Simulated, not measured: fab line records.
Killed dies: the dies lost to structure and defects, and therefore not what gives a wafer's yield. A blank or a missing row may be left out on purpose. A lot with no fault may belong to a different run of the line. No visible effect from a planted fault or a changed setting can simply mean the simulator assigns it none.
Split-lot trial    flow n5 finfet    39 wafers read from 7 lots, route of 1938 steps

== ON THE SPLIT ==
At N5_MOL_CONTACT_COAG_ETCH_15 (etches SiNx in CH3F/O2, stops on Si:P, target depth 7 nm), the setting target depth a was moved away from the recipe's 70 angstrom on 15 of the 39 wafers read, by -33.9% to +42.7%. For the rest of the wafers, this setting stayed at what the recipe calls for.

The split's own step is where the reading is taken.

== THE READING ==
SOC_of_MOL_CONTACT_COAG_COAT_103.thk nm (the simulator's own value, which no gauge read), in nm, at N5_MOL_CONTACT_COAG_ETCH_15 (etches SiNx in CH3F/O2, stops on Si:P, target depth 7 nm). The file does not state a usual value for it. Average 75.1 nm, standard deviation 0.24 nm, over the 24 wafers here run with the recipe.

wafer   tool, chamber at the split  target depth a as run, angstrom  against the recipe  SOC_of_MOL_CONTACT_COAG_COAT_103.thk nm, nm  against lot-mates on the recipe
L075.1  rie diel-04, 3,2,1          70                               recipe              75                                           -
L075.3  rie diel-04, 3,2,1          70                               recipe              75                                           -
L075.5  rie diel-04, 3,2,1          70                               recipe              75                                           -
L075.2  rie diel-04, 1              70                               recipe              75.2                                         -
L075.4  rie diel-04, 0              70                               recipe              74.6                                         -
L075.6  rie diel-04, 0              70                               recipe              74.6                                         -
L077.1  rie diel-04, 0              99.86                            +42.7%              73.8                                         -1.5
L077.2  rie diel-04, 1              70                               recipe              75.2                                         -
L077.3  rie diel-04, 2,1            99.86                            +42.7%              73.6                                         -1.7
L077.6  rie diel-04, 2,1            99.86                            +42.7%              73.6                                         -1.7
L077.4  rie diel-04, 3,2            70                               recipe              75.4                                         -
L077.5  rie diel-04, 3,2            70                               recipe              75.4                                         -
L078.1  rie diel-05, 2,1            56.45                            -19.4%              75.8                                         +0.7
L078.5  rie diel-05, 2,1            56.45                            -19.4%              75.8                                         +0.7
L078.2  rie diel-05, 3              56.45                            -19.4%              76                                           +0.9
L078.3  rie diel-05, 1              70                               recipe              75.2                                         -
L078.4  rie diel-05, 0,2            70                               recipe              75                                           -
L078.6  rie diel-05, 0,2            70                               recipe              75                                           -
L079.1  rie diel-05, 0,1            70                               recipe              75.2                                         -
L079.5  rie diel-05, 0,1            70                               recipe              75.2                                         -
L079.4  rie diel-05, 3              70                               recipe              75.4                                         -
L084.1  rie diel-05, 0              70                               recipe              75.2                                         -
L084.5  rie diel-05, 0              70                               recipe              75.2                                         -
L084.2  rie diel-05, 3,2,3          83.49                            +19.3%              74.4                                         -0.7
L084.4  rie diel-05, 3,2,3          83.49                            +19.3%              74.4                                         -0.7
L084.6  rie diel-05, 3,2,3          83.49                            +19.3%              74.4                                         -0.7
L084.3  rie diel-05, 1              70                               recipe              74.8                                         -
L086.1  rie diel-04, 1,2,1          70                               recipe              75.4                                         -
L086.3  rie diel-04, 1,2,1          70                               recipe              75.4                                         -
L086.4  rie diel-04, 1,2,1          70                               recipe              75.4                                         -
L086.2  rie diel-04, 0              94.15                            +34.5%              73.4                                         -2.0
L086.5  rie diel-04, 0              94.15                            +34.5%              73.8                                         -1.6
L086.6  rie diel-04, 2              94.15                            +34.5%              74.2                                         -1.2
L092.1  rie diel-06, 3              70                               recipe              75                                           -
L092.2  rie diel-06, 1              46.24                            -33.9%              76.6                                         +1.5
L092.3  rie diel-06, 0              46.24                            -33.9%              76.4                                         +1.3
L092.6  rie diel-06, 0              46.24                            -33.9%              76.4                                         +1.3
L092.4  rie diel-06, 2              70                               recipe              74.8                                         -
L092.5  rie diel-06, 1              70                               recipe              75.4                                         -
If several chambers appear in one row, that row covers several wafers at once and the file leaves open which wafer was in which chamber.

FIT RESULTS
A straight line over all 39 wafers: SOC_of_MOL_CONTACT_COAG_COAT_103.thk nm changes by -0.0372 nm for each +1% of target depth a; r = -0.96; the points scatter about the line by 0.23 nm.
The same after taking each lot's own level away (the mean of its wafers on the recipe; 39 wafers): -0.0412 nm for each +1%; r = -0.98; scatter 0.18 nm.
According to that fit, moving target depth a by its largest amount changes the reading by 1.8 nm.
Measured against the standard deviation above, the lots' own levels, which go from 74.90 to 75.40 nm, span 2.1 times it.
Consequently the slope shifts little with the lot-to-lot level, the two slopes agreeing.
Check: -1.79 nm against its lot-mates is what the line predicts for one of the wafers moved furthest among these (+42.7%) when that wafer is left out of the fit. Against them it came out at -1.53 nm.

== ADDITIONAL SPLITS CARRIED BY THESE WAFERS ==
Before the reading, these wafers also passed through other splits. Each is held against what the fit with the lots' levels taken away leaves over:
other split on the same wafers         wafers away from the commonest value  r with SOC_of_MOL_CONTACT_COAG_COAT_103.thk nm (lot level and that fit taken away)
N5_ZERO_LAYER_PECVD_02 time s          12                                    -0.06
N5_FIN_CUT_CUT_ETCH_26 target depth a  12                                    +0.17
N5_FIN_CUT_CUT_ETCH_15 time s          18                                    +0.17
N5_ILD0_PRECLEAN_10 time s             15                                    +0.16

== FILE'S OWN FIT ==
SOC_of_MOL_CONTACT_COAG_COAT_103.thk nm changes by -0.0412 nm for each +1% of target depth a, r = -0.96.
